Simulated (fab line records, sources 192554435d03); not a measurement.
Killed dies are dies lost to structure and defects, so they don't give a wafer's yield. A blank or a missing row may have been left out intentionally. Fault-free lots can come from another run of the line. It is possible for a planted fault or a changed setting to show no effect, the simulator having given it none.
Which of the tools did it? / flow n5_finfet / 30 wafers from 10 lots sampled at 4 of the route's 1938 steps

WHAT THE GAUGES SHOWED, per wafer
N5_SD_EPI_P_INSPECT_26: inspects for defects (darkfield).
lot=L640; measured=day 3 09:00; on=defect_inspect-01; raw_defect_count=178 197 158
lot=L641; measured=day 3 18:20; on=defect_inspect-01; raw_defect_count=219 160 154
lot=L642; measured=day 4 07:21; on=defect_inspect-01; raw_defect_count=144 192 169
lot=L643; measured=day 4 15:14; on=defect_inspect-01; raw_defect_count=156 158 146
lot=L644; measured=day 4 16:14; on=defect_inspect-02; raw_defect_count=130 133 124
lot=L647; measured=day 5 06:25; on=defect_inspect-01; raw_defect_count=169 119 201
lot=L654; measured=day 7 04:07; on=defect_inspect-01; raw_defect_count=143 207 215
lot=L655; measured=day 7 08:14; on=defect_inspect-01; raw_defect_count=253 164 215
lot=L657; measured=day 7 22:56; on=defect_inspect-01; raw_defect_count=185 147 161
lot=L660; measured=day 8 07:59; on=defect_inspect-02; raw_defect_count=172 150 243

N5_SDB_CD_MEAS_11 targets a cd of 50 nm.
lot=L640; measured=day 3 17:00; on=cd_sem-03; cd_nm (nm)=49.9 49.6 47.9
lot=L641; measured=day 4 01:59; on=cd_sem-03; cd_nm (nm)=51.2 52.1 52.9
lot=L642; measured=day 4 15:11; on=cd_sem-01; cd_nm (nm)=50.2 48.1 48.7
lot=L643; measured=day 4 22:47; on=cd_sem-01; cd_nm (nm)=51.5 50.3 51.3
lot=L644; measured=day 5 00:08; on=cd_sem-03; cd_nm (nm)=51.5 51.0 50.7
lot=L647; measured=day 5 14:01; on=cd_sem-01; cd_nm (nm)=54.3 51.4 51.0
lot=L654; measured=day 7 12:56; on=cd_sem-01; cd_nm (nm)=49.0 49.6 52.0
lot=L655; measured=day 7 15:44; on=cd_sem-03; cd_nm (nm)=49.3 49.9 49.6
lot=L657; measured=day 8 06:35; on=cd_sem-01; cd_nm (nm)=51.3 50.1 51.1
lot=L660; measured=day 8 15:56; on=cd_sem-02; cd_nm (nm)=50.8 50.8 49.5

TOOL THAT RAN EACH LOT (tool first, then ch and the chambers of the sampled wafers, then the start)
lot=L640; N5_SD_ACTIVATION_LSA_01=laser_anneal-02 ch 0, day 3 09:17; N5_SDB_COAT_04=litho_track-01 ch 0, day 3 16:38
lot=L641; N5_SD_ACTIVATION_LSA_01=laser_anneal-01 ch 0, day 3 18:44; N5_SDB_COAT_04=litho_track-05 ch 0, day 4 01:37
lot=L642; N5_SD_ACTIVATION_LSA_01=laser_anneal-02 ch 0, day 4 07:46; N5_SDB_COAT_04=litho_track-01 ch 0, day 4 14:57
lot=L643; N5_SD_ACTIVATION_LSA_01=laser_anneal-01 ch 0, day 4 15:32; N5_SDB_COAT_04=litho_track-04 ch 0, day 4 22:32
lot=L644; N5_SD_ACTIVATION_LSA_01=laser_anneal-01 ch 0, day 4 16:29; N5_SDB_COAT_04=litho_track-05 ch 0, day 4 23:53
lot=L647; N5_SD_ACTIVATION_LSA_01=laser_anneal-02 ch 0, day 5 06:40; N5_SDB_COAT_04=litho_track-04 ch 0, day 5 13:46
lot=L654; N5_SD_ACTIVATION_LSA_01=laser_anneal-01 ch 0, day 7 04:21; N5_SDB_COAT_04=litho_track-01 ch 0, day 7 12:35
lot=L655; N5_SD_ACTIVATION_LSA_01=laser_anneal-02 ch 0, day 7 08:28; N5_SDB_COAT_04=litho_track-01 ch 0, day 7 15:22
lot=L657; N5_SD_ACTIVATION_LSA_01=laser_anneal-02 ch 0, day 7 23:11; N5_SDB_COAT_04=litho_track-04 ch 0, day 8 06:14
lot=L660; N5_SD_ACTIVATION_LSA_01=laser_anneal-01 ch 0, day 8 08:20; N5_SDB_COAT_04=litho_track-04 ch 0, day 8 15:34
- N5_SD_ACTIVATION_LSA_01: time 0.0008 s.
- N5_SDB_COAT_04: time 60 s, resist thk 18 nm.

WHAT THE TOOLS THEMSELVES READ (means of the sampled wafers that have a number; where no wafer has one, the mark that the record gives instead)
N5_SD_ACTIVATION_LSA_01.
lot=L640 tool=laser_anneal-02 wafer_temp_C_max=1087.3
lot=L641 tool=laser_anneal-01 wafer_temp_C_max=1084.0
lot=L642 tool=laser_anneal-02 wafer_temp_C_max=1085.5
lot=L643 tool=laser_anneal-01 wafer_temp_C_max=1083.7
lot=L644 tool=laser_anneal-01 wafer_temp_C_max=1083.7
lot=L647 tool=laser_anneal-02 wafer_temp_C_max=1086.1
lot=L654 tool=laser_anneal-01 wafer_temp_C_max=1082.7
lot=L655 tool=laser_anneal-02 wafer_temp_C_max=1086.8
lot=L657 tool=laser_anneal-02 wafer_temp_C_max=1086.9
lot=L660 tool=laser_anneal-01 wafer_temp_C_max=1084.3

N5_SDB_COAT_04.
lot=L640; tool=litho_track-01; heater_power_total_W (W)=425.2; spin_speed_rpm (rpm)=1500.6
lot=L641; tool=litho_track-05; heater_power_total_W (W)=426.1; spin_speed_rpm (rpm)=1500.0
lot=L642; tool=litho_track-01; heater_power_total_W (W)=427.0; spin_speed_rpm (rpm)=1499.4
lot=L643; tool=litho_track-04; heater_power_total_W (W)=428.0; spin_speed_rpm (rpm)=1500.3
lot=L644; tool=litho_track-05; heater_power_total_W (W)=426.8; spin_speed_rpm (rpm)=1499.2
lot=L647; tool=litho_track-04; heater_power_total_W (W)=427.0; spin_speed_rpm (rpm)=1501.3
lot=L654; tool=litho_track-01; heater_power_total_W (W)=429.4; spin_speed_rpm (rpm)=1462.6
lot=L655; tool=litho_track-01; heater_power_total_W (W)=426.0; spin_speed_rpm (rpm)=1461.9
lot=L657; tool=litho_track-04; heater_power_total_W (W)=429.7; spin_speed_rpm (rpm)=1499.2
lot=L660; tool=litho_track-04; heater_power_total_W (W)=428.1; spin_speed_rpm (rpm)=1499.2

THE ANSWER, worked out from the rows above alone
Rule: the usual values come from the lots themselves. The widest of any qualifying gaps counts: lots, ordered by their means at a reading, are off when they make up no more than a third of the lots, leave a main group of 4 or more, and stand apart from it by 3 or more times the standard deviation of that group's means. Not used: any main group whose means are identical at the precision the tables above print for the reading. A lot without any number at a reading at which 4 lots or more have one is off too. Any other lot the step has rows for is counted as sound. After the gauges, taken in route order, come the tools' own readings; for these a lot's mean is taken, as printed above. At the first step where some lot is off, the reading lying furthest off is the one used; lots without a number count as furthest.
Off, at N5_SDB_COAT_04 on spin_speed_rpm: L654, L655. The main group: mean 1499.9 rpm, standard deviation 0.74.
A tool fits if, at that step or a process step before it, it ran every lot that is off, and no sound lot after the first of them. One fits: N5_SDB_COAT_04 on litho_track-01. Its last sound lot is L642 (day 4 14:57), its first lot that is off L654 (day 7 12:35): a fault that began between those two fits.
The tool's own readings at N5_SDB_COAT_04 bear it out: on the lots that are off they differ by more than 5 times the standard deviation of the sound lots' means. spin_speed_rpm reads 1462.2 rpm there against 1499.9 rpm on the sound lots.

WHAT THE SIMULATOR HAD INSERTED
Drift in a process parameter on litho_track-01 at N5_SDB_COAT_04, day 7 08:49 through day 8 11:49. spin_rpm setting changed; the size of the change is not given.
Struck lots among those shown: L654, L655. The rule above found the same.
